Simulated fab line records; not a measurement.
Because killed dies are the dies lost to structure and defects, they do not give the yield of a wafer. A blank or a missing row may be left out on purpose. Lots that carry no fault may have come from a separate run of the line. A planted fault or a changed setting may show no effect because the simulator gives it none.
The tool behind it: which one? ; flow nand-harc ; 39 wafers from 13 lots sampled at 4 of the route's 1302 steps

WHAT THE GAUGES READ, wafer by wafer
No reading from a measuring or inspecting step in the record can be judged against a usual standard deviation.

TOOL THAT RAN EACH LOT (tool first, then ch and the chambers of the sampled wafers, then the start)
lot;NHARC_A_M0_DEGAS_28;NHARC_A_M0_ANNEAL_30;NHARC_A_M0_PRE_CLEAN_31;NHARC_A_M1_ETCH_15
L186;pvd-sputter-02, day 23 06:14;rtp-anneal-01 ch 0, day 23 06:58;pecvd-01 ch 0,1,2, day 23 07:52;rie-diel-02 ch 1,3, day 23 09:25
L187;pvd-sputter-01, day 23 08:36;rtp-anneal-01 ch 0, day 23 09:20;pecvd-02 ch 1,2, day 23 10:13;rie-diel-02 ch 0,2, day 23 11:55
L190;pvd-sputter-01, day 23 19:48;rtp-anneal-01 ch 0, day 23 20:32;pecvd-02 ch 0,1, day 23 21:25;rie-diel-04 ch 1,3, day 23 23:07
L188;pvd-sputter-03, day 23 22:07;rtp-anneal-01 ch 0, day 23 22:55;pecvd-02 ch 0,1,2, day 23 23:45;rie-diel-12 ch 0,1,3, day 24 01:35
L199;pvd-sputter-01, day 27 20:55;rtp-anneal-01 ch 0, day 27 21:42;pecvd-03 ch 0,1,2, day 27 22:33;rie-diel-12 ch 0,1,3, day 28 00:07
L197;pvd-sputter-02, day 28 04:07;rtp-anneal-01 ch 0, day 28 04:51;pecvd-03 ch 1,2, day 28 05:44;rie-diel-02 ch 0,1, day 28 07:24
L204;pvd-sputter-02, day 30 00:19;rtp-anneal-01 ch 0, day 30 01:02;pecvd-02 ch 0,2, day 30 02:07;rie-diel-02 ch 1,3, day 30 03:40
L203;pvd-sputter-02, day 30 20:25;rtp-anneal-01 ch 0, day 30 21:11;pecvd-02 ch 0,1,2, day 30 22:04;rie-diel-02 ch 1,2,3, day 30 23:46
L205;pvd-sputter-02, day 31 05:27;rtp-anneal-01 ch 0, day 31 06:21;pecvd-02 ch 0,1,2, day 31 07:07;rie-diel-02 ch 0,1,3, day 31 08:49
L207;pvd-sputter-02, day 31 09:32;rtp-anneal-01 ch 0, day 31 10:24;pecvd-01 ch 0,1,2, day 31 11:11;rie-diel-02 ch 1,2,3, day 31 12:50
L206;pvd-sputter-02, day 31 11:52;rtp-anneal-02 ch 0, day 31 12:38;pecvd-02 ch 0,1, day 31 13:31;rie-diel-12 ch 1,3, day 31 15:21
L208;pvd-sputter-01, day 31 23:34;rtp-anneal-01 ch 0, day 32 00:18;pecvd-01 ch 0,1, day 32 01:13;rie-diel-12 ch 0,1,3, day 32 02:46
L209;pvd-sputter-01, day 32 00:38;rtp-anneal-01 ch 0, day 32 01:30;pecvd-01 ch 0,1,2, day 32 02:18;rie-diel-12 ch 0,1,2, day 32 03:51
- NHARC_A_M0_DEGAS_28: time 60 s.
- NHARC_A_M0_ANNEAL_30: time 90 s.
- NHARC_A_M0_PRE_CLEAN_31: time 12 s.
- NHARC_A_M1_ETCH_15: etches the open film in C4F8/Ar, target depth 182.5 nm, time 91.2 s.

AS READ BY THE TOOLS THEMSELVES (means over the sampled wafers that have a number; for cases with no such wafer, the mark the record gives instead)
NHARC_A_M0_DEGAS_28.
lot;tool;heater-power-w (W)
L186;pvd-sputter-02;292
L187;pvd-sputter-01;322
L190;pvd-sputter-01;322
L188;pvd-sputter-03;323
L199;pvd-sputter-01;342
L197;pvd-sputter-02;289
L204;pvd-sputter-02;301
L203;pvd-sputter-02;337
L205;pvd-sputter-02;331
L207;pvd-sputter-02;318
L206;pvd-sputter-02;342
L208;pvd-sputter-01;305
L209;pvd-sputter-01;320

NHARC_A_M0_ANNEAL_30.
lot;tool;wafer_temp_C_max
L186;rtp-anneal-01;225.69
L187;rtp-anneal-01;226.01
L190;rtp-anneal-01;226.09
L188;rtp-anneal-01;225.82
L199;rtp-anneal-01;226.00
L197;rtp-anneal-01;225.96
L204;rtp-anneal-01;225.63
L203;rtp-anneal-01;225.95
L205;rtp-anneal-01;226.00
L207;rtp-anneal-01;226.17
L206;rtp-anneal-02;226.09
L208;rtp-anneal-01;225.80
L209;rtp-anneal-01;225.72

NHARC_A_M0_PRE_CLEAN_31.
lot;tool;heater-power-w (W)
L186;pecvd-01;692
L187;pecvd-02;665
L190;pecvd-02;522
L188;pecvd-02;643
L199;pecvd-03;595
L197;pecvd-03;629
L204;pecvd-02;591
L203;pecvd-02;572
L205;pecvd-02;632
L207;pecvd-01;729
L206;pecvd-02;595
L208;pecvd-01;846
L209;pecvd-01;700

NHARC_A_M1_ETCH_15.
lot;tool;oes-product-au (a.u.);rf-vpp-V (V);run-length-s (s)
L186;rie-diel-02;0.923;441.9;112.1
L187;rie-diel-02;0.969;440.9;112.4
L190;rie-diel-04;0.967;439.6;112.7
L188;rie-diel-12;0.928;440.4;112.2
L199;rie-diel-12;0.977;439.8;110.3
L197;rie-diel-02;0.954;442.5;112.2
L204;rie-diel-02;0.965;442.6;112.4
L203;rie-diel-02;0.923;441.5;112.7
L205;rie-diel-02;0.922;442.4;112.5
L207;rie-diel-02;0.932;441.6;112.5
L206;rie-diel-12;0.965;438.4;112.3
L208;rie-diel-12;0.930;439.9;112.2
L209;rie-diel-12;0.933;440.0;112.4

THE ANSWER, worked out from the rows above alone
Rule: the lots themselves supply what counts as usual. Put in order of their means at a reading, lots are off if they are a third of the lots or fewer, leave a main group of 4 or more, and stand apart from it by a gap of 3 or more times the standard deviation of the main group's means; of several such gaps the widest counts. A main group whose means are all the same, to the digits that the tables above print for the reading, isn't used. A lot without any number at a reading at which 4 lots or more have one is off too. Where the step has rows for the other lots, those lots are counted as sound. The gauges are gone through in route order, then the tools' own readings, and for those a lot's mean is taken as printed above. The first step at which some lot is off is used, and at that step the reading that is off furthest; a lot without a number counts as furthest.
Off: L199 (NHARC_A_M1_ETCH_15, run-length-s). Mean 112.4 s and standard deviation 0.19 in the main group.
If a tool, at that step or one of the process steps before it, ran each lot that is off and ran no sound lot following the first of them, it fits. Of those tried, none fits.

WHAT WAS PUT IN BY THE SIMULATOR
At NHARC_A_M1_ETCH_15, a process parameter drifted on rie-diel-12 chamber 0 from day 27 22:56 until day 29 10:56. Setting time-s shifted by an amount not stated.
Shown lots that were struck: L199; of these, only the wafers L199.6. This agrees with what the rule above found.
